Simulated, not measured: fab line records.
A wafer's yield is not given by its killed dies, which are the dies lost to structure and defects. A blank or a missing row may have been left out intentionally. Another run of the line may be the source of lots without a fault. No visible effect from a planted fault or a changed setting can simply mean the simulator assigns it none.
fab line records	flow n5-finfet
record lots=6	wafers=17	last-day=17
route steps=1938 shown PMOS_HMC_CHANNEL_EPI@66 PASSIVATION@1936
lots that met no fault: from a run of the same line without faults
start-h: the number of hours between the record's first day and the start of the first shown wafer of the lot	wait-h: how many hours have passed since the lot's step before this one	" the same as in the row above	L1.1+2: one row covering several wafers at once	- no value, or no start given	* or withheld: withheld	< > ~ a bound
route shown NAME@n: names a module that has steps shown in the file, with the first one's number in the route	usual: average and standard deviation across the fault-free wafers	same: alike in all rows	chamber/n: place in a boat	sites: per-site readings	_std_site: the values' standard deviation	_edge_site: inner sites' mean taken away from outer sites' mean	radius-mm: how far each site lies from the wafer's centre	mask NAME#n: copy n	behind: tool/chamber where the wafer was last shaped	hold: cause of the lot's hold/its duration in hours/its outcome	device: transistor that didn't switch, given as n, p or np	end of line: the tests these same wafers got at the end of their route	where a step has no rows: the recipe by itself	killed: dies lost to structure and defects at the first sort, not the wafer's yield	map: a wafer's dies, x killed, . not, _ none there
set.NAME: the setting the step ran with; set.NAME@STEP: the setting that earlier step ran with	model.NAME: the simulator's own value behind a step, which no gauge read
certain route steps with their lots: each step a table, each wafer a row
services: a tool's chamber out of use, with start hour (start-h, from the record's first day; less than 0 if before it), hours out, and reason
## steps
# step N5_PMOS_HMC_CHANNEL_EPI_OVL_MEAS_10
# recipe points-per-wafer=44
# usual PMOS_HMC_BLK_OVL=-0.4/0.81
lot.wafer	tool	chamber	start-h	wait-h	PMOS_HMC_BLK_OVL[nm]
L826.1	overlay-01	0	36.63	0.0	0.1
L826.4	"	0	"	"	0.4
L826.6	"	0	"	"	-0.3
L827.1	overlay-02	0	41.38	0.0	-1.0
L827.3	"	0	"	"	-0.7
L827.4	"	0	"	"	-1.2
L835.3	overlay-02	0	89.60	0.0	-1.6
L835.6	"	0	"	"	-1.2
L837.1	overlay-02	0	101.70	0.0	0.0
L837.5	"	0	"	"	0.0
L837.6	"	0	"	"	0.1
L841.1	overlay-02	0	125.04	0.0	-1.1
L841.2	"	0	"	"	-1.4
L841.5	"	0	"	"	-0.8
L845.2	overlay-01	0	149.53	0.0	-0.3
L845.5	"	0	"	"	-0.3
L845.6	"	0	"	"	-0.1
# step N5_PMOS_HMC_CHANNEL_EPI_INSPECT_11
# recipe mode=adi	inspect-instrument=macro
# usual raw-defect-count=1.8/1.2
lot.wafer	tool	chamber	start-h	wait-h	raw-defect-count
L826.1	defect-inspect-01	-	36.65	0.0	4
L826.4	"	-	"	"	2
L826.6	"	-	"	"	1
L827.1	defect-inspect-01	-	41.41	0.0	2
L827.3	"	-	"	"	1
L827.4	"	-	"	"	0
L835.3	defect-inspect-01	-	89.63	0.0	1
L835.6	"	-	"	"	3
L837.1	defect-inspect-01	-	101.72	0.0	3
L837.5	"	-	"	"	2
L837.6	"	-	"	"	3
L841.1	defect-inspect-02	-	125.07	0.0	1
L841.2	"	-	"	"	1
L841.5	"	-	"	"	2
L845.2	defect-inspect-02	-	149.56	0.0	2
L845.5	"	-	"	"	2
L845.6	"	-	"	"	0
# step N5_PMOS_HMC_CHANNEL_EPI_DESCUM_14
# recipe chemistry=O2	time-s=7.9	source-power-w=50	bias-power-w=20	pressure-mtorr=20	rf-frequency-hz=2.712e+07	temp-c=40	resist=CAR-ArF-block	o2-flow-sccm=225
# usual drypump-motor-current-A=5.7/0.49	oes-product-au=0.78/0.07	rf-vpp-V=243.1/1.3	showerhead-plenum-p-Torr=2.10/0.062	throttle-valve-pct=20.48/0.17
lot.wafer	tool	chamber	start-h	wait-h	drypump-motor-current-A	oes-product-au	rf-hours-counter-h	rf-vpp-V	showerhead-plenum-p-Torr	throttle-valve-pct
L826.1	rie-diel-04	1	36.68	0.0	5.1	0.81	93	244.3	2.12	20.55
L826.4	"	0	"	"	5.1	0.71	204	244.5	2.17	20.55
L826.6	"	0	"	"	5.1	0.71	-	244.3	2.17	20.56
L827.1	rie-diel-03	0	41.44	0.0	6.3	0.76	166	241.1	2.00	20.47
L827.3	"	1	"	"	5.8	0.88	32	242.3	2.14	20.10
L827.4	"	0	"	"	6.3	0.77	-	242.7	2.00	20.49
L835.3	rie-diel-04	1	89.88	0.3	5.1	0.78	111	242.0	2.12	20.58
L835.6	"	1	"	"	5.1	0.79	-	243.9	2.12	20.58
L837.1	rie-diel-06	0	101.75	0.0	5.6	0.90	21	243.3	2.13	20.34
L837.5	"	0	"	"	5.6	0.90	-	244.6	2.13	20.33
L837.6	"	3	"	"	5.8	0.74	-	243.9	2.00	20.70
L841.1	rie-diel-04	3	125.24	0.2	6.3	0.78	122	242.9	2.11	20.37
L841.2	"	0	"	"	5.0	0.69	229	244.0	2.16	20.59
L841.5	"	2	"	"	6.1	0.73	-	242.9	2.09	20.56
L845.2	rie-diel-04	2	150.16	0.6	6.1	0.73	204	243.4	2.08	20.57
L845.5	"	3	"	"	6.3	0.79	-	244.3	2.11	20.37
L845.6	"	0	"	"	5.0	0.69	-	246.2	2.15	20.60
# step N5_PMOS_HMC_CHANNEL_EPI_ETCH_32
# recipe chemistry=N2/H2	target=BARC	stop-on=SiO2	target-depth-a=858	over-etch-frac=0.3	time-s=50.3	ion-energy-ev=200	mask-material=CAR-ArF-block	pressure-mtorr=30	source-w=840	bias-w=150	n2-flow-sccm=200	h2-flow-sccm=200
# usual drypump-motor-current-A=5.7/0.48	oes-product-au=0.67/0.057	rf-vpp-V=523.7/2.2	showerhead-plenum-p-Torr=2.54/0.075	throttle-valve-pct=17.93/0.16
# same over-etch-frac=0.3
lot.wafer	tool	chamber	start-h	wait-h	drypump-motor-current-A	oes-product-au	rf-hours-counter-h	rf-vpp-V	showerhead-plenum-p-Torr	throttle-valve-pct
L826.1	rie-diel-04	1	36.72	0.0	5.0	0.68	93	524.4	2.57	17.94
L826.4	"	0	"	"	5.1	0.61	204	526.3	2.63	18.04
L826.6	"	0	"	"	5.1	0.61	-	526.0	2.63	18.06
L827.1	rie-diel-03	0	41.47	0.0	6.2	0.65	166	520.3	2.43	17.88
L827.3	"	1	"	"	5.8	0.74	32	525.2	2.60	17.61
L827.4	"	0	"	"	6.3	0.66	-	521.2	2.43	17.90
L835.3	rie-diel-04	1	89.92	0.0	5.1	0.68	111	523.0	2.56	17.97
L835.6	"	1	"	"	5.1	0.68	-	524.1	2.56	17.97
L837.1	rie-diel-06	0	101.79	0.0	5.6	0.77	21	525.8	2.60	17.90
L837.5	"	0	"	"	5.6	0.76	-	525.4	2.60	17.91
L837.6	"	3	"	"	5.8	0.65	-	520.7	2.43	18.07
L841.1	rie-diel-04	3	125.27	0.0	6.3	0.68	122	523.2	2.55	17.80
L841.2	"	0	"	"	5.1	0.60	229	525.2	2.62	18.09
L841.5	"	2	"	"	6.1	0.63	-	523.3	2.52	17.96
L845.2	rie-diel-04	2	150.20	0.0	6.1	0.62	204	523.6	2.51	17.98
L845.5	"	3	"	"	6.3	0.68	-	522.9	2.55	17.82
L845.6	"	0	"	"	5.1	0.60	-	526.5	2.61	18.09
# step N5_PMOS_HMC_CHANNEL_EPI_HM_OPEN_15
# recipe chemistry=CHF3/O2	target=SiO2	mask-material=CAR-ArF-block	target-depth-a=406	CHF3_flow_sccm=50	O2_flow_sccm=5	Ar_flow_sccm=200	time-s=20.3	pressure-mtorr=30	source-w=650	bias-w=170	ion-energy-ev=200
# usual drypump-motor-current-A=5.7/0.49	oes-product-au=0.78/0.069	rf-vpp-V=522/6	showerhead-plenum-p-Torr=2.41/0.066	throttle-valve-pct=18.93/0.19
lot.wafer	tool	chamber	start-h	wait-h	drypump-motor-current-A	oes-product-au	rf-hours-counter-h	rf-vpp-V	showerhead-plenum-p-Torr	throttle-valve-pct
L826.1	rie-diel-04	1	36.76	0.0	5.0	0.81	93	521	2.43	18.96
L826.4	"	0	"	"	5.1	0.71	204	521	2.49	19.04
L826.6	"	0	"	"	5.1	0.72	-	523	2.49	19.03
L827.1	rie-diel-03	0	41.52	0.0	6.3	0.77	166	512	2.32	19.05
L827.3	"	1	"	"	5.8	0.87	32	529	2.46	18.54
L827.4	"	0	"	"	6.3	0.76	-	511	2.32	19.05
L835.3	rie-diel-04	1	89.96	0.0	5.0	0.78	111	521	2.43	19.00
L835.6	"	1	"	"	5.1	0.78	-	522	2.43	19.00
L837.1	rie-diel-06	0	101.83	0.0	5.6	0.91	21	527	2.46	18.81
L837.5	"	0	"	"	5.6	0.92	-	529	2.46	18.81
L837.6	"	3	"	"	5.8	0.75	-	515	2.31	19.17
L841.1	rie-diel-04	3	125.31	0.0	6.3	0.80	122	529	2.42	18.78
L841.2	"	0	"	"	5.1	0.70	229	522	2.48	19.08
L841.5	"	2	"	"	6.1	0.73	-	524	2.39	18.96
L845.2	rie-diel-04	2	150.24	0.0	6.1	0.73	204	521	2.39	18.97
L845.5	"	3	"	"	6.3	0.80	-	529	2.41	18.78
L845.6	"	0	"	"	5.1	0.69	-	521	2.48	19.09
# step N5_PMOS_HMC_CHANNEL_EPI_STRIP_33
# recipe chemistry=N2/H2	power-w=500	temp-c=40	pressure-mtorr=50	rf-frequency-hz=6e+07	overash-fraction=0.3	bias-power-w=8	h2-frac=0.5	n2-flow-sccm=300	h2-flow-sccm=300
# step N5_PMOS_HMC_CHANNEL_EPI_STRIP_17
# recipe chemistry=SPM	time-s=750	temp-c=130	h2so4-h2o2-vol-ratio=4	dry=ipa-marangoni
# step N5_PMOS_HMC_CHANNEL_EPI_ETCH_38
# recipe chemistry=CF4	target=SiO2	target-depth-a=15	ion-energy-ev=350	pressure-mtorr=10	icp-w=800	bias-w=400	cf4-flow-sccm=80
# usual drypump-motor-current-A=6.1/0.53	he-backside-leak-sccm=2.7/0.32	oes-product-au=1.007/0.014	throttle-valve-pct=21.73/0.21
lot.wafer	tool	chamber	start-h	wait-h	drypump-motor-current-A	he-backside-leak-sccm	oes-product-au	rf-hours-counter-h	throttle-valve-pct
L826.1	rie-si-05	1	37.12	0.0	6.2	2.8	1.015	7	21.82
L826.4	"	3	"	"	6.4	3.1	1.002	-	21.62
L826.6	"	0	"	"	6.5	2.8	0.986	-	21.79
L827.1	rie-si-02	3	41.89	0.0	6.5	2.6	1.028	18	21.64
L827.3	"	2	"	"	5.4	2.4	1.019	40	21.84
L827.4	"	0	"	"	5.8	3.0	1.019	98	21.48
L835.3	rie-si-03	2	90.32	0.0	6.3	2.7	0.987	188	21.66
L835.6	"	1	"	"	4.8	2.8	1.020	-	22.15
L837.1	rie-si-02	1	102.19	0.0	6.2	2.2	0.976	59	21.45
L837.5	"	0	"	"	5.8	2.9	1.001	-	21.47
L837.6	"	3	"	"	6.5	2.6	1.019	-	21.64
L841.1	rie-si-02	3	125.68	0.0	6.5	2.7	1.019	20	21.65
L841.2	"	2	"	"	5.4	2.5	0.988	42	21.82
L841.5	"	2	"	"	5.4	2.4	1.002	-	21.84
L845.2	rie-si-05	3	150.60	0.0	6.4	3.0	1.005	69	21.62
L845.5	"	0	"	"	6.5	2.7	1.015	-	21.81
L845.6	"	3	"	"	6.4	2.9	1.014	-	21.62
# step N5_PMOS_HMC_CHANNEL_EPI_FIN_RECESS_16
# recipe chemistry=HBr/Cl2	target=Si	mask-material=SiO2	target-depth-a=540	time-s=18	pressure-mtorr=10	icp-w=800	bias-w=75	HBr_flow_sccm=150	Cl2_flow_sccm=80
# usual drypump-motor-current-A=6.1/0.53	he-backside-leak-sccm=2.74/0.29	oes-product-au=1.006/0.015	throttle-valve-pct=35.49/0.27
lot.wafer	tool	chamber	start-h	wait-h	drypump-motor-current-A	he-backside-leak-sccm	oes-product-au	rf-hours-counter-h	throttle-valve-pct
L826.1	rie-si-05	1	37.14	0.0	6.2	2.88	1.019	7	35.62
L826.4	"	3	"	"	6.4	3.10	1.005	-	35.54
L826.6	"	0	"	"	6.5	2.78	1.005	-	35.58
L827.1	rie-si-02	3	41.91	0.0	6.4	2.64	1.011	18	35.55
L827.3	"	2	"	"	5.4	2.44	0.997	40	35.56
L827.4	"	0	"	"	5.9	2.78	0.993	98	35.23
L835.3	rie-si-03	2	90.34	0.0	6.3	2.75	0.998	188	35.19
L835.6	"	1	"	"	4.9	2.71	1.011	-	35.94
L837.1	rie-si-02	1	102.21	0.0	6.2	2.65	0.982	59	35.08
L837.5	"	0	"	"	5.9	3.11	1.007	-	35.25
L837.6	"	3	"	"	6.5	2.66	1.019	-	35.55
L841.1	rie-si-02	3	125.70	0.0	6.5	2.73	1.020	20	35.56
L841.2	"	2	"	"	5.3	2.34	0.989	42	35.57
L841.5	"	2	"	"	5.4	2.38	0.987	-	35.59
L845.2	rie-si-05	3	150.62	0.0	6.4	3.23	1.005	69	35.55
L845.5	"	0	"	"	6.5	2.90	1.008	-	35.57
L845.6	"	3	"	"	6.4	3.11	1.010	-	35.53
# step N5_PMOS_HMC_CHANNEL_EPI_PRECLEAN_36
# recipe chemistry=O3/DIW	time-s=45	temp-c=22	o3-ppm=10
# step N5_PMOS_HMC_CHANNEL_EPI_PRECLEAN_18
# recipe chemistry=DHF	time-s=30	temp-c=25	dilution=withheld
# step N5_PMOS_HMC_CHANNEL_EPI_SRD_19
# recipe dry=ipa-marangoni	do-ppb=5	time-s=30	temp-c=23	rinse-liquid=diw
# step N5_PMOS_HMC_CHANNEL_EPI_EPI_20
# recipe material=SiGe30	mask-material=SiO2	pressure-torr=20	target-thk-a=590	temp-c=600
# usual lamp-inner-pct=10.81/0.29	susceptor_temp_C_max=601.7/0.46
lot.wafer	tool	chamber	start-h	wait-h	lamp-inner-pct	susceptor_temp_C_max	model.SiGe30_of_PMOS_HMC_CHANNEL_EPI_EPI_20.thk-nm
L826.1	epi-rpcvd-04	0	37.31	0.0	10.41	601.5	58.79
L826.4	"	0	"	"	10.33	601.4	58.49
L826.6	"	0	"	"	10.56	602.0	59.12
L827.1	epi-rpcvd-03	0	42.09	0.0	10.83	602.1	58.18
L827.3	"	0	"	"	10.95	602.0	57.51
L827.4	"	0	"	"	10.97	601.6	58.14
L835.3	epi-rpcvd-03	0	90.91	0.4	10.83	602.3	84.68
L835.6	"	0	"	"	10.98	601.8	58.61
L837.1	epi-rpcvd-03	0	102.38	0.0	10.96	602.3	82.77
L837.5	"	0	103.45	1.1	10.96	601.9	57.89
L837.6	"	0	"	"	11.03	601.6	57.99
L841.1	epi-rpcvd-04	0	125.87	0.0	10.44	601.9	60.18
L841.2	"	0	"	"	10.47	601.3	60.27
L841.5	"	0	"	"	10.52	602.0	59.88
L845.2	epi-rpcvd-04	0	150.99	0.2	10.55	601.3	59.22
L845.5	"	0	"	"	10.35	601.0	58.06
L845.6	"	0	"	"	10.41	601.2	58.28
# step N5_PMOS_HMC_CHANNEL_EPI_HM_STRIP_35
# recipe chemistry=dHF	temp-c=25	material=SiO2	target=SiO2	target-depth-a=396	time-s=216
lot.wafer	tool	chamber	start-h	wait-h	model.SiGe30_of_PMOS_HMC_CHANNEL_EPI_EPI_20.thk-nm
L826.1	wet-bench-05	2	38.96	1.4	58.73
L826.4	"	5	"	"	58.43
L826.6	"	3	"	"	59.06
L827.1	wet-bench-05	0	43.32	1.0	58.13
L827.3	"	5	"	"	57.45
L827.4	"	6	"	"	58.08
L835.3	wet-bench-05	1	91.76	0.7	84.62
L835.6	"	2	"	"	58.55
L837.1	wet-bench-02	6	104.01	1.4	82.71
L837.5	"	1	"	"	57.84
L837.6	"	3	"	"	57.93
L841.1	wet-bench-06	3	127.10	1.0	60.12
L841.2	"	5	"	"	60.21
L841.5	"	6	"	"	59.82
L845.2	wet-bench-02	4	152.03	0.8	59.16
L845.5	"	6	"	"	58
L845.6	"	5	"	"	58.22
# step N5_PMOS_HMC_CHANNEL_EPI_SRD_39
# recipe dry=ipa-marangoni	time-s=30	temp-c=23	rinse-liquid=diw
# step N5_PASSIVATION_PROBE_49
# usual killed_at_M0_to_M3=30/8.7	killed_at_M4_up=14/5.4	killed-at-contacts=11/6.4	killed-at-front-end=40/12	killed-at-other=3/3.1	killed-dies=99/17	killed-open=64/12	killed-short=33/8.1
# same gross-dies=1180	killed-at-back-side=0
lot.wafer	tool	chamber	start-h	wait-h	killed_at_M0_to_M3	killed_at_M4_up	killed-at-contacts	killed-at-front-end	killed-at-other	killed-dies	killed-open	killed-short
L845.2	prober-02	-	417.64	0.1	41	18	6	30	4	99	76	22
L845.5	prober-02	-	417.79	0.2	38	12	12	36	4	102	67	30
L845.6	prober-02	-	417.84	0.3	58	11	3	28	1	101	70	29
# killed by level:class
L845.2 STI_FIN_REVEAL:geometric-particle:open=13 BEOL_M0_SAQP:geometric-particle:open=13 BEOL_M0_SAQP:geometric-particle:short=9 BEOL_M2:geometric-particle:open=8 BEOL_M1:geometric-particle:open=6 MOL_CONTACT_COAG:geometric-particle:open=5 BEOL_M4:geometric-particle:open=5 FIN_SAQP:geometric-particle:open=4
L845.5 BEOL_M0_SAQP:geometric-particle:open=10 MOL_CONTACT_COAG:geometric-particle:open=9 FIN_SAQP:geometric-particle:open=8 BEOL_M0_SAQP:geometric-particle:short=8 FIN_SAQP:geometric-particle:short=7 BEOL_M4:geometric-particle:open=7 STI_FIN_REVEAL:geometric-particle:open=5 BEOL_M0:geometric-particle:open=5
L845.6 BEOL_M0_SAQP:geometric-particle:open=17 BEOL_M0_SAQP:geometric-particle:short=15 FIN_SAQP:geometric-particle:open=7 BEOL_M1:geometric-particle:open=7 STI_FIN_REVEAL:geometric-particle:open=6 BEOL_M2:geometric-particle:open=5 BEOL_M3:geometric-particle:open=5 DUMMY_GATE:geometric-particle:open=4
## services
tool	chamber	start-h	hours	kind
rie-si-02	1	19.61	1.7	repair
rie-diel-06	-	19.82	14.6	pm
rie-diel-03	0	21.65	3.7	repair
rie-si-05	-	33.40	0.3	repair
wet-bench-06	-	33.66	1.9	pm
rie-diel-03	2	34.79	-	clean
rie-diel-03	2	34.79	-	consumable-replace:focus-ring
rie-diel-03	2	34.79	23.3	scheduled-down
rie-diel-06	1	41.22	1.6	repair
rie-si-02	2	44.07	2.2	repair
rie-si-03	-	48.24	0.4	repair
rie-diel-04	0	50.78	10.5	repair
rie-diel-04	2	56.88	8.0	repair
rie-diel-03	2	63.18	10.1	repair
rie-diel-03	1	74.24	13.3	repair
rie-si-02	-	82.93	2.8	pm
rie-diel-06	1	95.07	7.2	repair
rie-diel-04	3	99.51	9.3	repair
rie-si-02	-	104.93	1.3	repair
epi-rpcvd-03	-	109.76	2.8	pm
rie-diel-03	-	115.29	0.2	repair
rie-diel-06	1	127.85	16.1	repair
rie-diel-03	1	137.57	4.6	repair
rie-si-05	2	145.86	4.1	repair
## key
first-sign none at tools or gauges
model-effect step=N5_PMOS_HMC_CHANNEL_EPI_EPI_20	value=SiGe30_of_PMOS_HMC_CHANNEL_EPI_EPI_20.thk-nm	without=58.03	struck=83.72
model-effect step=N5_PMOS_HMC_CHANNEL_EPI_HM_STRIP_35	value=SiGe30_of_PMOS_HMC_CHANNEL_EPI_EPI_20.thk-nm	without=57.97	struck=83.67
met-at N5_PMOS_HMC_CHANNEL_EPI_EPI_20
struck-wafers L835.3,L837.1
tester-left-out L835,L837
onset-between 42.09 90.91
fault kind=process-parameter-drift	tool=epi-rpcvd-03	chamber=-	onset-h=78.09	steps=N5_PMOS_HMC_CHANNEL_EPI_EPI_20	channel=target-thk-a	offset=*	shape=step	end-h=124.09	scope=struck-wafers-only	acts-in=*	stated=*
# tester-left-out: of these lots the tester's yield and bins aren't shown, on N5 and GAA mostly nor the transistor test; their killed dies are dies lost to structure and defects alone, not to doping, threshold or leakage, so they don't give the yield
